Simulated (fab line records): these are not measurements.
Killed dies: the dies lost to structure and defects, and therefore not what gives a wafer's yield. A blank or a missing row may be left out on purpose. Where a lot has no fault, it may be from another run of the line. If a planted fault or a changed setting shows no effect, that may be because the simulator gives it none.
Which tool is to blame? + flow n5_finfet + 72 wafers sampled from 24 lots at 1 step of a route of 1938

WHAT EACH GAUGE READ, for each wafer
N5_BEOL_M3_CD_MEAS_35: target cd 18 nm, target cd y 21 nm. Usual: cd_nm at 17.9 nm, with a standard deviation of 0.44.
| lot  | measured     | on        | cd_nm (nm)     | flag |
|------|--------------|-----------|----------------|------|
| L074 | day 7 02:13  | cd_sem-03 | 17.6 17.3 17.7 |      |
| L075 | day 7 12:16  | cd_sem-01 | 17.2 17.7 17.0 |      |
| L076 | day 8 05:14  | cd_sem-01 | 18.0 18.4 18.1 |      |
| L078 | day 8 05:31  | cd_sem-03 | 18.7 17.1 17.8 |      |
| L077 | day 8 05:52  | cd_sem-03 | 17.3 18.3 18.0 |      |
| L079 | day 8 20:22  | cd_sem-01 | 17.9 18.4 18.1 |      |
| L081 | day 9 03:48  | cd_sem-02 | 18.3 18.5 18.4 |      |
| L080 | day 9 13:57  | cd_sem-01 | 17.9 18.0 18.2 |      |
| L082 | day 9 14:59  | cd_sem-01 | 18.2 18.6 18.1 |      |
| L083 | day 9 19:26  | cd_sem-01 | 17.6 17.7 17.8 |      |
| L084 | day 9 23:13  | cd_sem-02 | 18.1 17.7 17.5 |      |
| L086 | day 10 05:32 | cd_sem-01 | 17.6 18.0 18.4 |      |
| L085 | day 10 10:18 | cd_sem-01 | 18.6 17.3 18.5 |      |
| L087 | day 10 10:44 | cd_sem-01 | 18.2 17.7 17.8 |      |
| L088 | day 11 00:37 | cd_sem-01 | 18.6 17.4 17.9 |      |
| L089 | day 11 02:41 | cd_sem-02 | 17.8 18.3 18.5 |      |
| L090 | day 11 06:24 | cd_sem-01 | 18.0 18.5 17.5 |      |
| L091 | day 11 16:07 | cd_sem-01 | 16.9 17.9 17.0 |      |
| L092 | day 12 00:23 | cd_sem-03 | 17.6 17.8 18.5 |      |
| L095 | day 12 08:35 | cd_sem-02 | 18.5 17.5 17.6 |      |
| L093 | day 12 13:29 | cd_sem-01 | 18.4 18.4 17.9 |      |
| L094 | day 12 19:05 | cd_sem-02 | 17.8 18.3 17.6 |      |
| L096 | day 12 19:22 | cd_sem-03 | 17.9 17.0 17.5 |      |
| L097 | day 12 23:48 | cd_sem-02 | 18.1 18.3 18.8 |      |

TOOL THAT RAN EACH LOT (tool first, then ch and the chambers of the sampled wafers, then the start)
The record shows no process step preceding these readings.

AS READ BY THE TOOLS THEMSELVES (means over the sampled wafers that have a number; for cases with no such wafer, the mark the record gives instead)
The record holds no such reading with a usual standard deviation.

THE ANSWER, worked out from the rows above alone
Rule: a lot counts as off when the mean over its wafers that have a number is more than 3 standard deviations away from the usual mean. A lot without any number at a reading at which 4 lots or more have one is off too. All remaining lots with rows at the step are treated as sound. After the gauges, taken in route order, come the tools' own readings; for these a lot's mean is taken, as printed above. At the first step where some lot is off, the reading lying furthest off is the one used; lots without a number count as furthest.
None of the lots is off at any reading shown; this tells nothing.

WHAT HAD BEEN PUT IN BY THE SIMULATOR
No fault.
